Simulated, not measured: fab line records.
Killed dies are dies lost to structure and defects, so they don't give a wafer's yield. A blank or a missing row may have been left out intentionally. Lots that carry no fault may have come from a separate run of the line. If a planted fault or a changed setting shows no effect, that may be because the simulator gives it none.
Matching of chambers -- flow nand_harc -- 3 sister chambers for NHARC_A_STAIRCASE_DEP_322 on pecvd-01
The step deposits SiO2, target thk 7200 nm. 18 wafers are shown with their chamber, then 9 later ones without.

== WAFERS WITH THEIR CHAMBER ==
wafer,chamber,heater_power_w (W)
L076.2,0,668
L076.4,2,655
L076.5,1,594
L079.2,0,663
L079.4,0,545
L079.6,1,604
L080.1,0,549
L080.4,1,586
L080.6,2,677
L081.1,2,689
L081.4,1,601
L081.6,0,539
L084.3,2,789
L084.4,2,678
L084.5,1,624
L089.2,1,637
L089.3,0,615
L089.5,0,533

SIGNATURES (means of the wafers above)
reading,chamber 0,chamber 1,chamber 2,scatter within a chamber
heater_power_w,587.43,607.67,697.60,47.9
Rule: distance of a wafer from a chamber = root of the sum over the readings of ((wafer's reading minus chamber's mean) / reading's scatter) squared. The wafer belongs to the nearest chamber; if the next one is less than 2 further off, it can't be placed. The scatter: take each reading less its chamber's mean, square it, sum over the shown wafers, divide by the number of wafers less the number of chambers, and take the root.

== WAFERS MISSING THEIR CHAMBER ==
wafer,heater_power_w (W)
L090.2,704
L090.3,578
L090.6,529
L095.2,724
L095.3,608
L095.6,620
L097.3,651
L097.5,625
L097.6,520

== WHICH CHAMBER EACH WENT THROUGH ==
wafer,from the rows above,in truth
L090.2,can't be placed: 2 or 1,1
L090.3,can't be placed: 0 or 1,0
L090.6,can't be placed: 0 or 1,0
L095.2,can't be placed: 2 or 1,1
L095.3,can't be placed: 1 or 0 or 2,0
L095.6,can't be placed: 1 or 0 or 2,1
L097.3,can't be placed: 1 or 2 or 0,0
L097.5,can't be placed: 1 or 0 or 2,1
L097.6,can't be placed: 0 or 1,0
Correct placement for 0 of the 9. Can't be placed from these rows: 9 (the true chamber is among the candidates in 9). 0 placed wrongly.
